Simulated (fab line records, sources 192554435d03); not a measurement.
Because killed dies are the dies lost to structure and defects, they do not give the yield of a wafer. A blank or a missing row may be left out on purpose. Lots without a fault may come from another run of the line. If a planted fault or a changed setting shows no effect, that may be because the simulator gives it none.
Matching of chambers :: flow n5Finfet :: N5_BEOL_M8_ETCH_62 on rieDiel-01 has 4 sister chambers
The step etches SOC in N2/H2, target depth 110 nm, overetch 22 nm, time 165 s. 4 wafers are shown with their chamber, then 9 later ones without.

## WAFERS, EACH WITH ITS CHAMBER
wafer: L080.4
chamber: 0
showerheadPlenumPTorr (Torr): 2.50

wafer: L093.4
chamber: 3
showerheadPlenumPTorr (Torr): 2.68

wafer: L093.5
chamber: 2
showerheadPlenumPTorr (Torr): 2.65

wafer: L093.6
chamber: 1
showerheadPlenumPTorr (Torr): 2.48

## WAFERS WHOSE CHAMBER IS MISSING
wafer: L094.2
showerheadPlenumPTorr (Torr): 2.48

wafer: L094.3
showerheadPlenumPTorr (Torr): 2.49

wafer: L094.4
showerheadPlenumPTorr (Torr): 2.67

wafer: L095.1
showerheadPlenumPTorr (Torr): 2.49

wafer: L095.4
showerheadPlenumPTorr (Torr): 2.65

wafer: L095.5
showerheadPlenumPTorr (Torr): 2.67

wafer: L096.1
showerheadPlenumPTorr (Torr): 2.67

wafer: L096.2
showerheadPlenumPTorr (Torr): 2.49

wafer: L096.6
showerheadPlenumPTorr (Torr): 2.48

## THE CHAMBER EACH PASSED THROUGH
wafer: L094.2
from the rows above: 1
in truth: 1

wafer: L094.3
from the rows above: can't be placed: 0 or 1
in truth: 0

wafer: L094.4
from the rows above: can't be placed: 3 or 2
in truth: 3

wafer: L095.1
from the rows above: can't be placed: 0 or 1
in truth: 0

wafer: L095.4
from the rows above: 2
in truth: 2

wafer: L095.5
from the rows above: can't be placed: 3 or 2
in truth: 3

wafer: L096.1
from the rows above: can't be placed: 3 or 2
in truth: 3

wafer: L096.2
from the rows above: can't be placed: 0 or 1
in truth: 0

wafer: L096.6
from the rows above: 1
in truth: 1
3 of 9 placed correctly. From these rows, 6 cannot be placed; in 6 the true chamber is one of the candidates. 0 placed wrongly.
How it was worked out, from the rows above alone: a wafer's distance from a chamber is the root of the sum, over the readings, of the square of ((its reading less the chamber's mean) divided by the reading's scatter). If the next closest chamber is less than 2 further off than the closest, the wafer can't be placed; otherwise it belongs to the closest. For every chamber, the mean is computed from those of its wafers that are shown. The scatter: root of mean squared gap, hidden wafer to nearest shown wafer, with one shown wafer a chamber.
